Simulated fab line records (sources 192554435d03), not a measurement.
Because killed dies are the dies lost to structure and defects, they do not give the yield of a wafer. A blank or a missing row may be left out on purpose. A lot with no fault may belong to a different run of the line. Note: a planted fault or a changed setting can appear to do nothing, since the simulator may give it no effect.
Split-lot experiment :: flow n5-finfet :: 21 wafers read from 7 lots, route of 1938 steps

## ABOUT THE SPLIT
At N5_BEOL_M2_COAT_67 (time 60 s, resist thk 60 nm), the setting spin-rpm was moved away from the recipe's 1500 rpm on 7 of the 21 wafers read, by -6.9% to +10.6%. For the rest of the wafers, this setting stayed at what the recipe calls for.

## FROM THE SPLIT TO THE READING: what the file shows between them, 11 steps
- N5_BEOL_M2_COAT_22: resist thk 30 nm (also split here: spin-rpm)
- N5_BEOL_M2_EBR_24
- N5_BEOL_M2_SOFTBAKE_23: time 60 s
- N5_BEOL_M2_DESCUM_33: chemistry O2, time 7 s
- N5_BEOL_M2_ETCH_77: etches underlayer in N2/H2, target depth 6.5 nm, time 5.2 s
- N5_BEOL_M2_ETCH_69: etches SiARC in CF4, target depth 15.6 nm, time 26 s
- N5_BEOL_M2_ALD_98: deposits SiO2, target thk 2.5 nm, pulse time 1 s, co reactant pulse time 1 s
- N5_BEOL_M2_ETCHBACK_99: etches SiO2 in CHF3, target depth 5 nm, time 10.4 s
- N5_BEOL_M2_ETCH_70: etches SOC in N2/H2, target depth 80 nm, overetch 24 nm, time 130 s
- N5_BEOL_M2_STRIP_71: strips in N2/H2
- N5_BEOL_M2_STRIP_78: strips in N2/H2

## THE READING
SOC_of_BEOL_M2_COAT_67.thk-nm (the simulator's own value, which no gauge read), in nm, at N5_BEOL_M2_VIA_ETCH_34 (etches the open film in C4F6/O2, target depth 69.4 nm, time 65.9 s). No usual value for it is given in the file. The 14 wafers here that ran the recipe average 51.8 nm, standard deviation 0.27 nm.

wafer: L076.1
tool, chamber at the split: litho-track-04, 0
spin-rpm as run, rpm: 1590
against the recipe: +6.0%
SOC_of_BEOL_M2_COAT_67.thk-nm, nm: 50.2
against lot-mates on the recipe: -1.8

wafer: L076.3
tool, chamber at the split: litho-track-04, 0
spin-rpm as run, rpm: 1500
against the recipe: recipe
SOC_of_BEOL_M2_COAT_67.thk-nm, nm: 52
against lot-mates on the recipe: -

wafer: L076.6
tool, chamber at the split: litho-track-04, 0
spin-rpm as run, rpm: 1590
against the recipe: +6.0%
SOC_of_BEOL_M2_COAT_67.thk-nm, nm: 50.6
against lot-mates on the recipe: -1.4

wafer: L077.3
tool, chamber at the split: litho-track-04, 0
spin-rpm as run, rpm: 1500
against the recipe: recipe
SOC_of_BEOL_M2_COAT_67.thk-nm, nm: 52
against lot-mates on the recipe: -

wafer: L077.4
tool, chamber at the split: litho-track-04, 0
spin-rpm as run, rpm: 1500
against the recipe: recipe
SOC_of_BEOL_M2_COAT_67.thk-nm, nm: 52
against lot-mates on the recipe: -

wafer: L077.6
tool, chamber at the split: litho-track-04, 0
spin-rpm as run, rpm: 1500
against the recipe: recipe
SOC_of_BEOL_M2_COAT_67.thk-nm, nm: 52
against lot-mates on the recipe: -

wafer: L078.2
tool, chamber at the split: litho-track-02, 0
spin-rpm as run, rpm: 1500
against the recipe: recipe
SOC_of_BEOL_M2_COAT_67.thk-nm, nm: 51.8
against lot-mates on the recipe: -

wafer: L078.4
tool, chamber at the split: litho-track-02, 0
spin-rpm as run, rpm: 1500
against the recipe: recipe
SOC_of_BEOL_M2_COAT_67.thk-nm, nm: 51.8
against lot-mates on the recipe: -

wafer: L078.5
tool, chamber at the split: litho-track-02, 0
spin-rpm as run, rpm: 1500
against the recipe: recipe
SOC_of_BEOL_M2_COAT_67.thk-nm, nm: 51.4
against lot-mates on the recipe: -

wafer: L081.3
tool, chamber at the split: litho-track-01, 0
spin-rpm as run, rpm: 1500
against the recipe: recipe
SOC_of_BEOL_M2_COAT_67.thk-nm, nm: 52
against lot-mates on the recipe: -

wafer: L081.4
tool, chamber at the split: litho-track-01, 0
spin-rpm as run, rpm: 1654
against the recipe: +10.3%
SOC_of_BEOL_M2_COAT_67.thk-nm, nm: 48.8
against lot-mates on the recipe: -3.1

wafer: L081.6
tool, chamber at the split: litho-track-01, 0
spin-rpm as run, rpm: 1500
against the recipe: recipe
SOC_of_BEOL_M2_COAT_67.thk-nm, nm: 51.8
against lot-mates on the recipe: -

wafer: L091.2
tool, chamber at the split: litho-track-04, 0
spin-rpm as run, rpm: 1659
against the recipe: +10.6%
SOC_of_BEOL_M2_COAT_67.thk-nm, nm: 48.8
against lot-mates on the recipe: -2.6

wafer: L091.6
tool, chamber at the split: litho-track-04, 0
spin-rpm as run, rpm: 1659
against the recipe: +10.6%
SOC_of_BEOL_M2_COAT_67.thk-nm, nm: 48.8
against lot-mates on the recipe: -2.6

wafer: L091.3
tool, chamber at the split: litho-track-04, 0
spin-rpm as run, rpm: 1500
against the recipe: recipe
SOC_of_BEOL_M2_COAT_67.thk-nm, nm: 51.4
against lot-mates on the recipe: -

wafer: L093.2
tool, chamber at the split: litho-track-02, 0
spin-rpm as run, rpm: 1500
against the recipe: recipe
SOC_of_BEOL_M2_COAT_67.thk-nm, nm: 52.4
against lot-mates on the recipe: -

wafer: L093.4
tool, chamber at the split: litho-track-02, 0
spin-rpm as run, rpm: 1396
against the recipe: -6.9%
SOC_of_BEOL_M2_COAT_67.thk-nm, nm: 54
against lot-mates on the recipe: +1.6

wafer: L093.5
tool, chamber at the split: litho-track-02, 0
spin-rpm as run, rpm: 1396
against the recipe: -6.9%
SOC_of_BEOL_M2_COAT_67.thk-nm, nm: 53.8
against lot-mates on the recipe: +1.4

wafer: L095.3
tool, chamber at the split: litho-track-02, 0
spin-rpm as run, rpm: 1500
against the recipe: recipe
SOC_of_BEOL_M2_COAT_67.thk-nm, nm: 51.4
against lot-mates on the recipe: -

wafer: L095.4
tool, chamber at the split: litho-track-02, 0
spin-rpm as run, rpm: 1500
against the recipe: recipe
SOC_of_BEOL_M2_COAT_67.thk-nm, nm: 51.8
against lot-mates on the recipe: -

wafer: L095.5
tool, chamber at the split: litho-track-02, 0
spin-rpm as run, rpm: 1500
against the recipe: recipe
SOC_of_BEOL_M2_COAT_67.thk-nm, nm: 52
against lot-mates on the recipe: -

THE FIT
A straight line over all 21 wafers: SOC_of_BEOL_M2_COAT_67.thk-nm changes by -0.286 nm for each +1% of spin-rpm; r = -0.98; the points scatter about the line by 0.26 nm.
The same after taking each lot's own level away (the mean of its wafers on the recipe; 21 wafers): -0.252 nm for each +1%; r = -0.99; scatter 0.2 nm.
Per that fit: largest spin-rpm move, reading shift of 2.7 nm.
From 51.40 to 52.40 nm: that is the span of the lots' own levels, equal to 3.6 times the standard deviation above.
Hence the slope depends on the lot-to-lot level, as the two fits are not the same.
Check: with one of the wafers moved furthest among these (+10.6%) left out of the fit, the line predicts -2.76 nm for it against its lot-mates. Against them it came out at -2.6 nm.

## FURTHER SPLITS ON THESE WAFERS
These wafers also went through other splits before the reading. Each is held against what the fit with the lots' levels taken away leaves over:
other split on the same wafers: N5_BEOL_M1_EXPOSE_25 dose-mj
wafers away from the commonest value: 6
r with SOC_of_BEOL_M2_COAT_67.thk-nm (lot level and that fit taken away): +0.38

other split on the same wafers: N5_BEOL_M1_ETCH_70 bias-w
wafers away from the commonest value: 7
r with SOC_of_BEOL_M2_COAT_67.thk-nm (lot level and that fit taken away): -0.28

other split on the same wafers: N5_BEOL_M2_COAT_22 spin-rpm
wafers away from the commonest value: 8
r with SOC_of_BEOL_M2_COAT_67.thk-nm (lot level and that fit taken away): +0.11

## THE WHOLE CHAIN: every reading that the file lists as answering this split, in the file's order
step: N5_BEOL_M2_COAT_67
what it does: time 60 s, resist thk 60 nm
reading: SOC_of_BEOL_M2_COAT_67.thk-nm (the simulator's own value, which no gauge read)
change (the file's fit): -0.275 nm for each +1% of the setting
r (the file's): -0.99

step: N5_BEOL_M2_ETCH_70
what it does: etches SOC in N2/H2, target depth 80 nm, overetch 24 nm, time 130 s
reading: etch.depth-nm (the simulator's own value, which no gauge read)
change (the file's fit): -0.28 nm for each +1% of the setting
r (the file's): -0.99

step: N5_BEOL_M2_VIA_ETCH_34
what it does: etches the open film in C4F6/O2, target depth 69.4 nm, time 65.9 s
reading: SOC_of_BEOL_M2_COAT_67.thk-nm (the simulator's own value, which no gauge read)
change (the file's fit): -0.263 nm for each +1% of the setting
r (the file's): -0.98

## THE FILE'S OWN FIT
SOC_of_BEOL_M2_COAT_67.thk-nm changes by -0.263 nm for each +1% of spin-rpm, r = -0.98.
